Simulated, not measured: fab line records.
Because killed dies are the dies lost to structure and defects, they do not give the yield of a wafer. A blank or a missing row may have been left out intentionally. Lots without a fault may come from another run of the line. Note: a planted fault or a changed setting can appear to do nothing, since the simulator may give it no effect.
Comparing a struck lot with a sound one    flow n5-finfet    35 out of 1938 route steps
Sound: these wafers, L825.2, L825.5, L825.6. Struck: wafer L838.3. (L838.1, L838.5 of the same lot were not struck and are left out.) The cause comes at the end.
Order at every step that has rows: each side's tool, ch and its chambers, its first start. Under that, the readings that differ: sound wafers    struck wafers    difference of the means    sigmas: that difference in standard deviations of wafers without a fault.
alike: same words and numbers on both sides, and readings whose means sit less than 2 such deviations apart. not compared: any withheld reading, any reading some wafer has no value for, any bound like >300 that may hide the same value, and any number with overlapping values for which the record gives no deviation.
Wherever a step has rows on one side only, a row that says differs or no value, or a row with sigmas, the two part there. Non-overlapping numbers with no deviation appear without sigmas and do not part them. A reading that every wafer of one side lacks parts them only if that side has two wafers or more.

first, 9 steps without rows for these wafers: N5_BEOL_M7_COAT_22 (resist thk 30 nm); N5_BEOL_M7_EBR_24; N5_BEOL_M7_SOFTBAKE_23 (time 60 s); N5_BEOL_M7_EXPOSE_25 (exposes mask V6, target cd 40 nm); N5_BEOL_M7_PEB_26 (peb time 60 s); N5_BEOL_M7_DEVELOP_27 (develop time 30 s); N5_BEOL_M7_DESCUM_33 (chemistry O2, time 7 s); N5_BEOL_M7_ETCH_72 (etches underlayer in N2/H2, target depth 6.5 nm, time 5.2 s); N5_BEOL_M7_ETCH_65 (etches SiARC in CF4, target depth 15.6 nm, time 26 s).
N5_BEOL_M7_ETCH_66: etches SOC in N2/H2, target depth 80 nm, overetch 16 nm, time 120 s.
  sound on rie-diel-05 ch 0,1, day 9 00:28; struck on rie-diel-03 ch 0, day 13 00:14
  alike: bias-w, drypump-motor-current-A, oes-product-au, rf-vpp-V, showerhead-plenum-p-Torr, throttle-valve-pct
  not compared: rf-hours-counter-h
then, 24 steps without rows for these wafers: N5_BEOL_M7_STRIP_69 (strips in N2/H2); N5_BEOL_M7_STRIP_73 (strips in N2/H2); N5_BEOL_M7_VIA_ETCH_34 (etches SiCOH lowk in C4F6/O2, target depth 125.5 nm, time 50.5 s); N5_BEOL_M7_STRIP_76 (strips in C4F6/O2); N5_BEOL_M7_STRIP_36 (strips in N2/H2); N5_BEOL_M7_TRENCH_ETCH_37 (etches SiCOH lowk in C4F6/O2, target depth 93.478 nm, time 31.2 s); N5_BEOL_M7_ETCH_41 (etches SiCN in CH3F/O2, target depth 31.9 nm, time 57.8 s); N5_BEOL_M7_STRIP_80 (strips in N2/H2, time 10 s); N5_BEOL_M7_HM_STRIP_39 (strips TiN in peroxide tin strip, target depth 25 nm, time 158 s); N5_BEOL_M7_SRD_40 (time 30 s); N5_BEOL_M7_PRECLEAN_42 (cleans in residue remover, time 60 s); N5_BEOL_M7_SRD_43 (time 30 s); N5_BEOL_M7_CURE_75 (cures SiCOH lowk, time 120 s); N5_BEOL_M7_DEGAS_44 (time 60 s); N5_BEOL_M7_PRE_CLEAN_45 (time 30 s); N5_BEOL_M7_ALD_77 (deposits TaN, target thk 2 nm, pulse time 2 s, purge time 3 s); N5_BEOL_M7_SURFACE_TREAT_79; N5_BEOL_M7_CVD_78 (deposits Co from CCTBA/H2, target thk 2 nm, time 142.3 s); N5_BEOL_M7_SPUTTER_48 (material Cu, target thk 10 nm, time 1.667 s); N5_BEOL_M7_ECD_50 (material Cu, target thk 300 nm); N5_BEOL_M7_ANNEAL_51 (time 90 s); N5_BEOL_M7_CMP_52 (polishes, stops on SiCOH lowk, t overpolish 6.9 s, target thk 80 nm); N5_BEOL_M7_PRE_CLEAN_55 (time 15 s); N5_BEOL_M7_DEP_56 (deposits SiCN from 3MS/NH3, target thk 10 nm, time 17.5 s).
-- the record jumps here: 3 days lie between the struck wafers' starts before and after (it left off in module BEOL_M7 and takes up again in module PASSIVATION, whose first step shown is number 1936 of the route) --
N5_PASSIVATION_PROBE_49:
  the record has rows for the struck wafers here (prober-01, day 16 09:14) and none for the sound ones

## WHERE THEY PART
At N5_PASSIVATION_PROBE_49 and nowhere else, as far as this record goes.

WHY: whatever the simulator had introduced
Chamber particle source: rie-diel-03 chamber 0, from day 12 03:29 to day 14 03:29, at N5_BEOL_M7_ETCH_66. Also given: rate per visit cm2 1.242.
